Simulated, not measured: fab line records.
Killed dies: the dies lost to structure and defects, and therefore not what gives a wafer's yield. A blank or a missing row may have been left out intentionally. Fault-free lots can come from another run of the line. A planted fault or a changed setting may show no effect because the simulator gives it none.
Split-lot trial	flow n5Finfet	39 wafers read across 7 lots, on a route 1938 steps long

SPLIT DETAILS
At N5_BEOL_M2_ALD_98 (deposits SiO2, target thk 2.5 nm, pulse time 1 s, co reactant pulse time 1 s), the setting aldCycles was moved away from the recipe's 17 on 9 of the 39 wafers read, by -52.9% to +41.2%. This setting was run at the recipe's value on the other wafers.

Reading taken at the split's own step.

THE READING
SiO2_of_BEOL_M2_ALD_98.thkNm (the simulator's own value, which no gauge read), in nm, at N5_BEOL_M2_ALD_98 (deposits SiO2, target thk 2.5 nm, pulse time 1 s, co reactant pulse time 1 s). The file does not state a usual value for it. Average 2.5 nm, standard deviation 0.088 nm, over the 30 wafers here run with the recipe.

wafer	tool, chamber at the split	aldCycles as run	against the recipe	SiO2_of_BEOL_M2_ALD_98.thkNm, nm	against lot-mates on the recipe
L075.1	aldSin-04, 0,1,2,3,0	17	recipe	2.4	-
L075.2	aldSin-04, 0,1,2,3,0	17	recipe	2.4	-
L075.3	aldSin-04, 0,1,2,3,0	17	recipe	2.4	-
L075.4	aldSin-04, 0,1,2,3,0	17	recipe	2.4	-
L075.6	aldSin-04, 0,1,2,3,0	17	recipe	2.4	-
L075.5	aldSin-04, 1	17	recipe	2.6	-
L080.1	aldSin-04, 1,0,3	8	-52.9%	1.2	-1.3
L080.2	aldSin-04, 1,0,3	8	-52.9%	1.2	-1.3
L080.3	aldSin-04, 1,0,3	8	-52.9%	1.2	-1.3
L080.4	aldSin-04, 2,1	17	recipe	2.4	-
L080.5	aldSin-04, 2,1	17	recipe	2.4	-
L080.6	aldSin-04, 0	17	recipe	2.6	-
L082.1	aldSin-04, 2,1,3,0,0,1	17	recipe	2.4	-
L082.2	aldSin-04, 2,1,3,0,0,1	17	recipe	2.4	-
L082.3	aldSin-04, 2,1,3,0,0,1	17	recipe	2.4	-
L082.4	aldSin-04, 2,1,3,0,0,1	17	recipe	2.4	-
L082.5	aldSin-04, 2,1,3,0,0,1	17	recipe	2.4	-
L082.6	aldSin-04, 2,1,3,0,0,1	17	recipe	2.4	-
L081.1	aldSin-04, 0,2,3	24	+41.2%	3.6	+1.1
L081.2	aldSin-04, 0,2,3	24	+41.2%	3.6	+1.1
L081.5	aldSin-04, 0,2,3	24	+41.2%	3.6	+1.1
L081.3	aldSin-04, 3,0	17	recipe	2.4	-
L081.6	aldSin-04, 3,0	17	recipe	2.4	-
L081.4	aldSin-04, 1	17	recipe	2.6	-
L087.4	aldSin-01, 3,2	17	recipe	2.4	-
L087.6	aldSin-01, 3,2	17	recipe	2.4	-
L087.5	aldSin-01, 3	17	recipe	2.6	-
L091.1	aldSin-01, 3,0,2,1,0	17	recipe	2.4	-
L091.2	aldSin-01, 3,0,2,1,0	17	recipe	2.4	-
L091.3	aldSin-01, 3,0,2,1,0	17	recipe	2.4	-
L091.4	aldSin-01, 3,0,2,1,0	17	recipe	2.4	-
L091.6	aldSin-01, 3,0,2,1,0	17	recipe	2.4	-
L091.5	aldSin-01, 3	17	recipe	2.6	-
L096.1	aldSin-01, 2,3,2	17	recipe	2.6	-
L096.2	aldSin-01, 2,3,2	17	recipe	2.6	-
L096.6	aldSin-01, 2,3,2	17	recipe	2.6	-
L096.3	aldSin-01, 0,1,3	12	-29.4%	1.8	-0.8
L096.4	aldSin-01, 0,1,3	12	-29.4%	1.8	-0.8
L096.5	aldSin-01, 0,1,3	12	-29.4%	1.8	-0.8
If several chambers appear in one row, that row covers several wafers at once and the file leaves open which wafer was in which chamber.

FIT RESULTS
A straight line over all 39 wafers: SiO2_of_BEOL_M2_ALD_98.thkNm changes by +0.0249 nm for each +1% of aldCycles; r = +0.99; the points scatter about the line by 0.089 nm.
The same after taking each lot's own level away (the mean of its wafers on the recipe; 39 wafers): +0.0257 nm for each +1%; r = +0.99; scatter 0.072 nm.
Per that fit: largest aldCycles move, reading shift of 1.4 nm.
Across the lots, their own levels run from 2.40 to 2.60 nm, a range of 2.3 times the standard deviation given above.
So the lot-to-lot level changes the slope little: the two slopes agree.
Check: -1.37 nm against its lot-mates is what the line predicts for one of the wafers moved furthest among these (-52.9%) when that wafer is left out of the fit. Against them it came out at -1.27 nm.

ADDITIONAL SPLITS CARRIED BY THESE WAFERS
Before the reading, these wafers also passed through other splits. Each is held against what the fit with the lots' levels taken away leaves over:
other split on the same wafers	wafers away from the commonest value	r with SiO2_of_BEOL_M2_ALD_98.thkNm (lot level and that fit taken away)
N5_FIN_SAQP_HM_DEP_03 timeS	18	-0.20
N5_SD_EPI_P_EPI_21 timeS	18	+0.06
N5_BEOL_M0_SAQP_SPACER1_ALD_98 aldCycles	9	+0.01

FILE'S OWN FIT
SiO2_of_BEOL_M2_ALD_98.thkNm changes by +0.0256 nm for each +1% of aldCycles, r = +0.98.
